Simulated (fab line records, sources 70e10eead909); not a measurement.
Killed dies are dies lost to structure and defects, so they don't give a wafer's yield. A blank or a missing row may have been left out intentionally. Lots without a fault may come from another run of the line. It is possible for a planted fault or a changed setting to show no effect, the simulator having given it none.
Chamber matching -- flow nand harc -- NHARC_A_STAIRCASE_ETCH_313 on rie diel-06 has 4 sister chambers
The step etches the open film in CF4/CHF3. 18 wafers are shown with their chamber, then 9 later ones without.

== EACH WAFER AND ITS CHAMBER ==
wafer,chamber,drypump motor current A (A),showerhead plenum p Torr (Torr),rf vpp V (V)
L075.1,0,5.6,1.61,372.9
L075.3,3,4.8,1.65,373.6
L075.6,1,5.6,1.54,369.6
L077.2,0,5.6,1.61,372.3
L077.4,3,4.8,1.64,372.0
L077.5,0,5.6,1.61,372.0
L078.1,2,5.5,1.65,372.8
L078.5,2,5.5,1.65,372.4
L078.6,3,4.8,1.64,373.4
L081.2,0,5.6,1.60,373.3
L081.4,0,5.6,1.60,372.0
L081.6,3,4.8,1.64,373.4
L085.2,0,5.6,1.60,372.3
L085.3,2,5.5,1.65,372.5
L085.5,3,4.8,1.64,373.6
L088.1,3,4.8,1.64,372.0
L088.3,1,5.7,1.53,370.0
L088.6,3,4.8,1.64,372.5

SIGNATURES (means of the wafers above)
reading,chamber 0,chamber 1,chamber 2,chamber 3,scatter within a chamber
drypump motor current A,5.600,5.650,5.500,4.800,0.0189
showerhead plenum p Torr,1.6050,1.5350,1.6500,1.6414,0.00452
rf vpp V,372.467,369.800,372.567,372.929,0.585
Rule: a wafer's distance from a chamber is the root of the sum, over the readings, of the square of ((its reading less the chamber's mean) divided by the reading's scatter). The wafer belongs to the nearest chamber; if the next one is less than 2 further off, it can't be placed. The scatter is the square root of a quotient: the sum, over the shown wafers, of each reading's squared deviation from its chamber's mean, divided by wafers minus chambers.

== WAFERS WHOSE CHAMBER IS MISSING ==
wafer,drypump motor current A (A),showerhead plenum p Torr (Torr),rf vpp V (V)
L089.2,5.5,1.65,372.5
L089.5,5.6,1.60,370.8
L089.6,4.8,1.64,372.2
L091.2,4.8,1.64,372.8
L091.4,5.5,1.65,371.8
L091.6,5.6,1.60,371.5
L096.1,5.6,1.60,371.6
L096.4,4.8,1.63,373.0
L096.5,5.5,1.64,373.0

== WHICH CHAMBER EACH WENT THROUGH ==
wafer,from the rows above,in truth
L089.2,2,2
L089.5,0,0
L089.6,3,3
L091.2,3,3
L091.4,2,2
L091.6,0,0
L096.1,0,0
L096.4,3,3
L096.5,2,2
9 of 9 placed correctly. Can't be placed from these rows: 0. Placed wrongly: 0.
